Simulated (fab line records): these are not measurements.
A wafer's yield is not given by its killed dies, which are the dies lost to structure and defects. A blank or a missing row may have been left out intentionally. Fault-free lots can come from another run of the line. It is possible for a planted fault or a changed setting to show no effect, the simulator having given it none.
Split-lot experiment / flow n5Finfet / 21 wafers read across 7 lots, on a route 1938 steps long

ABOUT THE SPLIT
At N5_BEOL_M2_EXPOSE_08 (exposes mask M2), the setting doseMj was moved away from the recipe's 41.25 on 7 of the 21 wafers read, by -7.5% to +6.6%. For the rest of the wafers, this setting stayed at what the recipe calls for.

FROM THE SPLIT TO THE READING: what the file shows between them, 11 steps
- N5_BEOL_M2_PEB_09: peb time 60 s
- N5_BEOL_M2_DEVELOP_10: develop time 30 s
- N5_BEOL_M2_CD_MEAS_11: target cd 16.79 nm
- N5_BEOL_M2_DESCUM_16: chemistry O2, time 7 s
- N5_BEOL_M2_ETCH_74: etches underlayer in N2/H2, target depth 6.5 nm, time 5.2 s
- N5_BEOL_M2_ETCH_63: etches SiARC in CF4, target depth 15.6 nm, time 26 s
- N5_BEOL_M2_ETCH_64: etches SOC in N2/H2, target depth 75 nm, overetch 22.5 nm, time 121.9 s
- N5_BEOL_M2_STRIP_65: strips in N2/H2
- N5_BEOL_M2_STRIP_75: strips in N2/H2
- N5_BEOL_M2_HM_OPEN_17: chemistry Cl2/BCl3, target TiN, target depth 20 nm, overetch 6 nm
- N5_BEOL_M2_STRIP_19: strips in O2

THE READING
cdNm, in nm, at N5_BEOL_M2_CD_MEAS_18 (pitch 36 nm, target cd 18 nm). Fault-free wafers of this fab line usually give 18.06 nm, standard deviation 0.28 nm.

wafer=L083.1; tool, chamber at the split=euvScanner-02, 0; doseMj as run=40.02; against the recipe=-3.0%; cdNm, nm=17.66; against lot-mates on the recipe=-0.37
wafer=L083.2; tool, chamber at the split=euvScanner-02, 0; doseMj as run=40.02; against the recipe=-3.0%; cdNm, nm=17.53; against lot-mates on the recipe=-0.50
wafer=L083.6; tool, chamber at the split=euvScanner-02, 0; doseMj as run=41.25; against the recipe=recipe; cdNm, nm=18.03; against lot-mates on the recipe=-
wafer=L084.1; tool, chamber at the split=euvScanner-02, 0; doseMj as run=41.25; against the recipe=recipe; cdNm, nm=18.23; against lot-mates on the recipe=-
wafer=L084.5; tool, chamber at the split=euvScanner-02, 0; doseMj as run=41.25; against the recipe=recipe; cdNm, nm=18.26; against lot-mates on the recipe=-
wafer=L084.6; tool, chamber at the split=euvScanner-02, 0; doseMj as run=41.25; against the recipe=recipe; cdNm, nm=18.15; against lot-mates on the recipe=-
wafer=L085.1; tool, chamber at the split=euvScanner-01, 0; doseMj as run=41.25; against the recipe=recipe; cdNm, nm=17.64; against lot-mates on the recipe=-
wafer=L085.2; tool, chamber at the split=euvScanner-01, 0; doseMj as run=42.35; against the recipe=+2.7%; cdNm, nm=18.33; against lot-mates on the recipe=+0.57
wafer=L085.4; tool, chamber at the split=euvScanner-01, 0; doseMj as run=41.25; against the recipe=recipe; cdNm, nm=17.88; against lot-mates on the recipe=-
wafer=L089.3; tool, chamber at the split=euvScanner-01, 0; doseMj as run=41.25; against the recipe=recipe; cdNm, nm=17.87; against lot-mates on the recipe=-
wafer=L089.4; tool, chamber at the split=euvScanner-01, 0; doseMj as run=41.25; against the recipe=recipe; cdNm, nm=17.84; against lot-mates on the recipe=-
wafer=L089.6; tool, chamber at the split=euvScanner-01, 0; doseMj as run=41.25; against the recipe=recipe; cdNm, nm=18.05; against lot-mates on the recipe=-
wafer=L090.2; tool, chamber at the split=euvScanner-02, 0; doseMj as run=43.96; against the recipe=+6.6%; cdNm, nm=19.19; against lot-mates on the recipe=+0.53
wafer=L090.4; tool, chamber at the split=euvScanner-02, 0; doseMj as run=43.96; against the recipe=+6.6%; cdNm, nm=19.16; against lot-mates on the recipe=+0.50
wafer=L090.5; tool, chamber at the split=euvScanner-02, 0; doseMj as run=41.25; against the recipe=recipe; cdNm, nm=18.66; against lot-mates on the recipe=-
wafer=L092.1; tool, chamber at the split=euvScanner-01, 0; doseMj as run=41.25; against the recipe=recipe; cdNm, nm=18.47; against lot-mates on the recipe=-
wafer=L092.3; tool, chamber at the split=euvScanner-01, 0; doseMj as run=41.25; against the recipe=recipe; cdNm, nm=18.27; against lot-mates on the recipe=-
wafer=L092.5; tool, chamber at the split=euvScanner-01, 0; doseMj as run=41.25; against the recipe=recipe; cdNm, nm=18.47; against lot-mates on the recipe=-
wafer=L095.2; tool, chamber at the split=euvScanner-02, 0; doseMj as run=38.17; against the recipe=-7.5%; cdNm, nm=16.72; against lot-mates on the recipe=-1.07
wafer=L095.5; tool, chamber at the split=euvScanner-02, 0; doseMj as run=38.17; against the recipe=-7.5%; cdNm, nm=16.35; against lot-mates on the recipe=-1.44
wafer=L095.6; tool, chamber at the split=euvScanner-02, 0; doseMj as run=41.25; against the recipe=recipe; cdNm, nm=17.79; against lot-mates on the recipe=-

THE FIT
A straight line over all 21 wafers: cdNm changes by +0.184 nm for each +1% of doseMj; r = +0.92; the points scatter about the line by 0.27 nm.
The same after taking each lot's own level away (the mean of its wafers on the recipe; 21 wafers): +0.132 nm for each +1%; r = +0.94; scatter 0.17 nm.
According to that fit, moving doseMj by its largest amount changes the reading by 0.98 nm.
The span of the lots' own levels, 17.760 to 18.660 nm, comes to 3.2 times the standard deviation stated above.
Hence the slope depends on the lot-to-lot level, as the two fits are not the same.
Check: for one of the wafers moved furthest among these (-7.5%), held out of the fit, the line's prediction against its lot-mates is -1.02 nm. It came out at -1.07 nm against them.

THE WHOLE CHAIN: every reading that the file lists as answering this split, in the file's order
step=N5_BEOL_M2_CD_MEAS_11; what it does=target cd 16.79 nm; reading=cdNm; change (the file's fit)=+0.201 nm for each +1% of the setting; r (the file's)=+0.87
step=N5_BEOL_M2_ETCH_74; what it does=etches underlayer in N2/H2, target depth 6.5 nm, time 5.2 s; reading=BEOL_M2.cdOffsetNm (the simulator's own value, which no gauge read); change (the file's fit)=+0.192 nm for each +1% of the setting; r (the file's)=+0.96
step=N5_BEOL_M2_ETCH_63; what it does=etches SiARC in CF4, target depth 15.6 nm, time 26 s; reading=BEOL_M2.cdOffsetNm (the simulator's own value, which no gauge read); change (the file's fit)=+0.184 nm for each +1% of the setting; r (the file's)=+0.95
step=N5_BEOL_M2_ETCH_64; what it does=etches SOC in N2/H2, target depth 75 nm, overetch 22.5 nm, time 121.9 s; reading=BEOL_M2.cdOffsetNm (the simulator's own value, which no gauge read); change (the file's fit)=+0.173 nm for each +1% of the setting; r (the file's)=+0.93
step=N5_BEOL_M2_CD_MEAS_18; what it does=pitch 36 nm, target cd 18 nm; reading=cdNm; change (the file's fit)=+0.136 nm for each +1% of the setting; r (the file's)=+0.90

FILE'S OWN FIT
cdNm changes by +0.136 nm for each +1% of doseMj, r = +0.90.
